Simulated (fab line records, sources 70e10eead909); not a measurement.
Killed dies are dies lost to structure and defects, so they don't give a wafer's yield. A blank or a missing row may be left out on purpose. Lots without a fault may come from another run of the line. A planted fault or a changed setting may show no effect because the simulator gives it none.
Chamber matching | flow nand_harc | NHARC_A_CHANNEL_FILL_D1_ETCHBACK_20 on rie_diel-06: 4 sister chambers
The step etches the open film in C4F8/O2/Ar, target depth 27 nm, time 13.5 s. 18 wafers are shown with their chamber, then 9 later ones without.

WAFERS WITH THEIR CHAMBER
wafer  | chamber | rf_vpp_V (V) | oes_product_au (a.u.)
L074.4 | 2       | 977          | 1.01
L074.5 | 3       | 981          | 1.00
L074.6 | 0       | 980          | 1.00
L079.1 | 2       | 976          | 1.01
L079.2 | 0       | 980          | 1.01
L079.6 | 3       | 980          | 1.00
L082.1 | 0       | 979          | 1.00
L082.4 | 2       | 977          | 1.01
L082.5 | 2       | 978          | 1.00
L084.1 | 2       | 977          | 1.01
L084.4 | 0       | 979          | 1.01
L084.5 | 1       | 971          | 1.02
L088.4 | 0       | 978          | 1.01
L088.5 | 1       | 969          | 1.01
L088.6 | 0       | 978          | 1.01
L085.4 | 2       | 976          | 0.97
L085.5 | 3       | 981          | 0.97
L085.6 | 2       | 980          | 0.96

SIGNATURES (means of the wafers above)
reading        | chamber 0 | chamber 1 | chamber 2 | chamber 3 | scatter within a chamber
rf_vpp_V       | 979.00    | 970.00    | 977.29    | 980.67    | 1.14
oes_product_au | 1.0067    | 1.0150    | 0.9957    | 0.9900    | 0.0159
Rule: a wafer's distance from a chamber is the root of the sum, over the readings, of the square of ((its reading less the chamber's mean) divided by the reading's scatter). The wafer belongs to the nearest chamber; if the next one is less than 2 further off, it can't be placed. The scatter: the root of (the sum of the squares of (reading less its chamber's mean) over the shown wafers, divided by (wafers less chambers)).

WAFERS WITHOUT THEIR CHAMBER
wafer  | rf_vpp_V (V) | oes_product_au (a.u.)
L091.2 | 981          | 0.99
L091.4 | 977          | 0.99
L091.6 | 971          | 1.00
L095.2 | 977          | 0.93
L095.4 | 977          | 0.93
L095.6 | 972          | 0.93
L096.2 | 979          | 0.94
L096.3 | 972          | 0.93
L096.5 | 979          | 0.93

WHICH CHAMBER EACH WENT THROUGH
wafer  | from the rows above          | in truth
L091.2 | can't be placed: 3 or 0      | 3
L091.4 | can't be placed: 2 or 0      | 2
L091.6 | 1                            | 1
L095.2 | can't be placed: 2 or 3 or 0 | 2
L095.4 | can't be placed: 2 or 3 or 0 | 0
L095.6 | can't be placed: 1 or 2      | 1
L096.2 | can't be placed: 3 or 2 or 0 | 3
L096.3 | can't be placed: 1 or 2      | 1
L096.5 | can't be placed: 3 or 2 or 0 | 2
Placed correctly: 1 of 9. Can't be placed from these rows: 8 (the true chamber is among the candidates in 8). Placed wrongly: 0.
